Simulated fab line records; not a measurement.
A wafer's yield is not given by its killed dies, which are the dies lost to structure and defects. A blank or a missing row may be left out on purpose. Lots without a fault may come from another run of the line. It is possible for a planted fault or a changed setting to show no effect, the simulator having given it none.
A lot that was struck, set against a sound lot | flow n5 finfet | 37 steps out of a route of 1938
Sound: wafers L468.1, L468.3, L468.4. Struck: wafer L471.5 (L471.1, L471.6, from the same lot, were not struck and are left out); the cause is given at the end.
For every step that has rows: the tool of each side, followed by ch and its chambers, followed by its first start. Under that, the readings that differ: sound wafers | struck wafers | difference of the means | sigmas: that difference in standard deviations of wafers without a fault.
alike: a reading whose means differ by less than 2 such deviations, as well as words and numbers matching on both sides. not compared: withheld readings; readings where some wafer has no value; bounds like >300 that might hide an equal value; numbers whose values overlap and for which the record gives no deviation.
A row with sigmas, a row that says differs or no value, or rows on one side alone: a step with any of these is where the two part. Non-overlapping numbers with no deviation appear without sigmas and do not part them. A reading that every wafer of one side lacks parts them only if that side has two wafers or more.

first, 9 steps without rows for these wafers: N5_BEOL_M10_ALD_74 (deposits TaN, target thk 2 nm, pulse time 2 s, purge time 3 s); N5_BEOL_M10_SURFACE_TREAT_76; N5_BEOL_M10_CVD_75 (deposits Co from CCTBA/H2, target thk 2 nm, time 138.9 s); N5_BEOL_M10_SPUTTER_48 (material Cu, target thk 12 nm, time 2 s); N5_BEOL_M10_ECD_50 (material Cu, target thk 318 nm); N5_BEOL_M10_ANNEAL_51 (time 90 s); N5_BEOL_M10_CMP_52 (polishes, stops on SiCOH lowk, t overpolish 7 s, target thk 140 nm); N5_BEOL_M10_PRE_CLEAN_55 (time 15 s); N5_BEOL_M10_DEP_56 (deposits SiCN from 3MS/NH3, target thk 15 nm, time 26.5 s).
N5_BEOL_M11_ILD_DEP_00: deposits SiCOH lowk from DEMS/porogen, target thk 308.51 nm, time 58 s.
  sound on pecvd-04 ch 0,2, day 10 19:44; struck on pecvd-04 ch 2, day 12 00:17
  reading                                             | sound             | struck | difference | sigmas
  run length s (s)                                    | 100.5 100.8 100.5 | 85.7   | -14.9      | -26
  model.SiCOH_lowk_of_BEOL_M11_ILD_DEP_00.thk nm (nm) | 303.6 304.6 308   | 225.2  | -80.2      |
  alike: heater power w, showerhead plenum p Torr, throttle valve pct
then, 1 step without rows for these wafers: N5_BEOL_M11_CURE_71 (cures SiCOH lowk, time 240 s).
N5_BEOL_M11_THK_MEAS_01:
  sound: film metro-02 at day 10 20:31; struck: film metro-01 at day 12 00:53
  reading          | sound       | struck | difference | sigmas
  M11_ILD_THK (nm) | 264 264 267 | 195    | -70        | -19
then, 23 steps without rows for these wafers: N5_BEOL_M11_PECVD_70 (deposits SiO2 from TEOS/O2, target thk 20 nm, time 22.7 s); N5_BEOL_M11_HM_DEP_02 (deposits TiN, target thk 20 nm); N5_BEOL_M11_COAT_59 (time 60 s, resist thk 100 nm); N5_BEOL_M11_COAT_60 (time 60 s, resist thk 30 nm); N5_BEOL_M11_COAT_05 (resist thk 90 nm); N5_BEOL_M11_EBR_07; N5_BEOL_M11_SOFTBAKE_06 (time 60 s); N5_BEOL_M11_EXPOSE_08 (exposes mask M11); N5_BEOL_M11_PEB_09 (peb time 60 s); N5_BEOL_M11_DEVELOP_10 (develop time 30 s); N5_BEOL_M11_DESCUM_16 (chemistry O2, time 7.9 s); N5_BEOL_M11_ETCH_61 (etches SiARC in CF4, target depth 39 nm, time 65 s); N5_BEOL_M11_ETCH_62 (etches SOC in N2/H2, target depth 110 nm, overetch 22 nm, time 165 s); N5_BEOL_M11_STRIP_68 (strips in N2/H2); N5_BEOL_M11_STRIP_67 (strips in CF4); N5_BEOL_M11_HM_OPEN_17 (chemistry Cl2/BCl3, target TiN, target depth 20 nm, overetch 6 nm); N5_BEOL_M11_STRIP_19 (strips in O2); N5_BEOL_M11_COAT_63 (time 60 s, resist thk 100 nm); N5_BEOL_M11_COAT_64 (time 60 s, resist thk 30 nm); N5_BEOL_M11_COAT_22 (resist thk 90 nm); N5_BEOL_M11_EBR_24; N5_BEOL_M11_SOFTBAKE_23 (time 60 s); N5_BEOL_M11_EXPOSE_25 (exposes mask V10).
N5_BEOL_M11_CMP_52: polishes, stops on SiCOH lowk, t overpolish 7 s, target thk 140 nm.
  sound on cmp-01 ch 1,2,3, day 11 03:29; struck on cmp-04 ch 0, day 12 08:45
  reading                                             | sound             | struck | difference | sigmas
  model.SiCOH_lowk_of_BEOL_M11_ILD_DEP_00.thk nm (nm) | 260.6 261.6 264.4 | 191.6  | -70.6      |
  alike: motor current A, slurry filter dp kPa
  not compared: pad life wafers
then, 1 step without rows for these wafers: N5_PASSIVATION_PROBE_49.

== WHERE THEY PART ==
Last at N5_BEOL_M11_THK_MEAS_01 as far as this record goes, first at N5_BEOL_M11_ILD_DEP_00. Later steps at which nothing parts them and some readings are alike: N5_BEOL_M11_CMP_52.

WHY: the cause the simulator had injected
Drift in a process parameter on pecvd-04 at N5_BEOL_M11_ILD_DEP_00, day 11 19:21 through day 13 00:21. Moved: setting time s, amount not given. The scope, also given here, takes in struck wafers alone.
